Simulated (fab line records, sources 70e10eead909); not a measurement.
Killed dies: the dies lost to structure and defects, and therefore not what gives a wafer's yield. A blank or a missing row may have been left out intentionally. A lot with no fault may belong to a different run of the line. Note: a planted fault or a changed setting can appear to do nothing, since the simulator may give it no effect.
Chamber matching + flow nand_harc + 8 sister chambers for NHARC_P_CONTACT_STRIP_29 on wet_bench-03
The step strips in post etch residue remover, time 1200 s. 14 wafers are shown with their chamber, then 7 later ones without.

WAFERS PAIRED WITH THEIR CHAMBERS
| wafer  | chamber | temp_c (C) |
|--------|---------|------------|
| L218.1 | 0       | 72.24      |
| L218.3 | 2       | 72.49      |
| L218.5 | 1       | 72.45      |
| L219.2 | 2       | 72.52      |
| L219.5 | 4       | 72.64      |
| L219.6 | 0       | 72.35      |
| L221.2 | 3       | 72.52      |
| L221.5 | 1       | 72.40      |
| L221.6 | 7       | 72.44      |
| L228.3 | 2       | 72.53      |
| L228.5 | 1       | 72.54      |
| L228.6 | 7       | 72.40      |
| L225.4 | 5       | 72.70      |
| L225.5 | 6       | 72.49      |

SIGNATURES, as means of the wafers listed above
| reading | chamber 0 | chamber 1 | chamber 2 | chamber 3 | chamber 4 | chamber 5 | chamber 6 | chamber 7 | scatter within a chamber |
|---------|-----------|-----------|-----------|-----------|-----------|-----------|-----------|-----------|--------------------------|
| temp_c  | 72.2950   | 72.4633   | 72.5133   | 72.5200   | 72.6400   | 72.7000   | 72.4900   | 72.4200   | 0.0544                   |
Rule: a wafer's distance from a chamber is the root of the sum, over the readings, of the square of ((its reading less the chamber's mean) divided by the reading's scatter). If the next closest chamber is less than 2 further off than the closest, the wafer can't be placed; otherwise it belongs to the closest. The scatter: take each reading less its chamber's mean, square it, sum over the shown wafers, divide by the number of wafers less the number of chambers, and take the root.

WAFERS WITH NO CHAMBER GIVEN
| wafer  | temp_c (C) |
|--------|------------|
| L225.6 | 72.70      |
| L231.1 | 72.42      |
| L231.3 | 72.52      |
| L231.5 | 72.48      |
| L230.4 | 72.41      |
| L230.5 | 72.69      |
| L230.6 | 72.47      |

WHICH CHAMBER EACH WENT THROUGH
| wafer  | from the rows above                         | in truth |
|--------|---------------------------------------------|----------|
| L225.6 | can't be placed: 5 or 4                     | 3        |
| L231.1 | can't be placed: 7 or 1 or 6 or 2 or 3      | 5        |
| L231.3 | can't be placed: 3 or 2 or 6 or 1 or 7      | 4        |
| L231.5 | can't be placed: 6 or 1 or 2 or 3 or 7      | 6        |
| L230.4 | can't be placed: 7 or 1 or 6 or 2 or 3 or 0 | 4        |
| L230.5 | can't be placed: 5 or 4                     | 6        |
| L230.6 | can't be placed: 1 or 6 or 2 or 3 or 7      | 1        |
Correctly placed: 0 of 7. These rows do not allow placing 7 (true chamber among the candidates in 2). Placed wrongly: 0.
